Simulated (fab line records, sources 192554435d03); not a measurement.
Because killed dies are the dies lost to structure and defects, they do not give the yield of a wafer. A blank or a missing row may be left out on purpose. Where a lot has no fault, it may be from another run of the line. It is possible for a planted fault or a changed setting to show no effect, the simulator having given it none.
Matching of chambers + flow n5 finfet + N5_BEOL_M15_ETCH_59 on rie diel-02: 4 sister chambers
The step etches BARC in N2/H2, target depth 89 nm, overetch 26.7 nm, time 67.9 s. 14 wafers are shown with their chamber, then 7 later ones without.

== WAFERS WITH THEIR CHAMBER ==
| wafer  | chamber | throttle valve pct (%) | showerhead plenum p Torr (Torr) | oes product au (a.u.) |
|--------|---------|------------------------|---------------------------------|-----------------------|
| L146.1 | 1       | 18.27                  | 2.71                            | 0.80                  |
| L146.4 | 3       | 18.09                  | 2.64                            | 0.62                  |
| L146.6 | 1       | 18.25                  | 2.71                            | 0.80                  |
| L148.1 | 2       | 17.41                  | 2.70                            | 0.77                  |
| L148.3 | 3       | 18.13                  | 2.64                            | 0.62                  |
| L148.5 | 3       | 18.12                  | 2.64                            | 0.63                  |
| L150.1 | 0       | 18.14                  | 2.62                            | 0.61                  |
| L150.2 | 3       | 18.11                  | 2.64                            | 0.63                  |
| L150.3 | 2       | 17.44                  | 2.69                            | 0.76                  |
| L153.1 | 2       | 17.47                  | 2.69                            | 0.76                  |
| L153.3 | 1       | 18.30                  | 2.71                            | 0.76                  |
| L153.6 | 0       | 18.16                  | 2.61                            | 0.61                  |
| L157.1 | 3       | 18.16                  | 2.63                            | 0.61                  |
| L157.2 | 1       | 18.29                  | 2.71                            | 0.76                  |

SIGNATURES, as means of the wafers listed above
| reading                  | chamber 0 | chamber 1 | chamber 2 | chamber 3 | scatter within a chamber |
|--------------------------|-----------|-----------|-----------|-----------|--------------------------|
| throttle valve pct       | 18.1500   | 18.2775   | 17.4400   | 18.1220   | 0.0248                   |
| showerhead plenum p Torr | 2.6150    | 2.7100    | 2.6933    | 2.6380    | 0.00443                  |
| oes product au           | 0.6100    | 0.7800    | 0.7633    | 0.6220    | 0.014                    |
Rule: for each reading, subtract the chamber's mean from the wafer's reading, divide by that reading's scatter and square the result; add these up over the readings and take the root, which gives the wafer's distance from the chamber. The wafer belongs to the nearest chamber; if the next one is less than 2 further off, it can't be placed. The scatter: take each reading less its chamber's mean, square it, sum over the shown wafers, divide by the number of wafers less the number of chambers, and take the root.

== WAFERS MISSING THEIR CHAMBER ==
| wafer  | throttle valve pct (%) | showerhead plenum p Torr (Torr) | oes product au (a.u.) |
|--------|------------------------|---------------------------------|-----------------------|
| L157.5 | 18.30                  | 2.70                            | 0.77                  |
| L161.1 | 18.16                  | 2.63                            | 0.60                  |
| L161.2 | 18.18                  | 2.61                            | 0.60                  |
| L161.5 | 18.20                  | 2.61                            | 0.60                  |
| L166.1 | 17.49                  | 2.68                            | 0.73                  |
| L166.4 | 18.34                  | 2.70                            | 0.74                  |
| L166.5 | 18.19                  | 2.62                            | 0.60                  |

== WHICH CHAMBER EACH WENT THROUGH ==
| wafer  | from the rows above     | in truth                   |
|--------|-------------------------|----------------------------|
| L157.5 | 1                       | 1                          |
| L161.1 | can't be placed: 3 or 0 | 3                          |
| L161.2 | 0                       | 0                          |
| L161.5 | 0                       | 0                          |
| L166.1 | 2                       | 2                          |
| L166.4 | 1                       | 1                          |
| L166.5 | 0                       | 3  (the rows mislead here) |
Correctly placed: 5 of 7. Cannot be placed on the basis of these rows: 1; the candidates contain the true chamber in 1. Placed wrongly: 1.
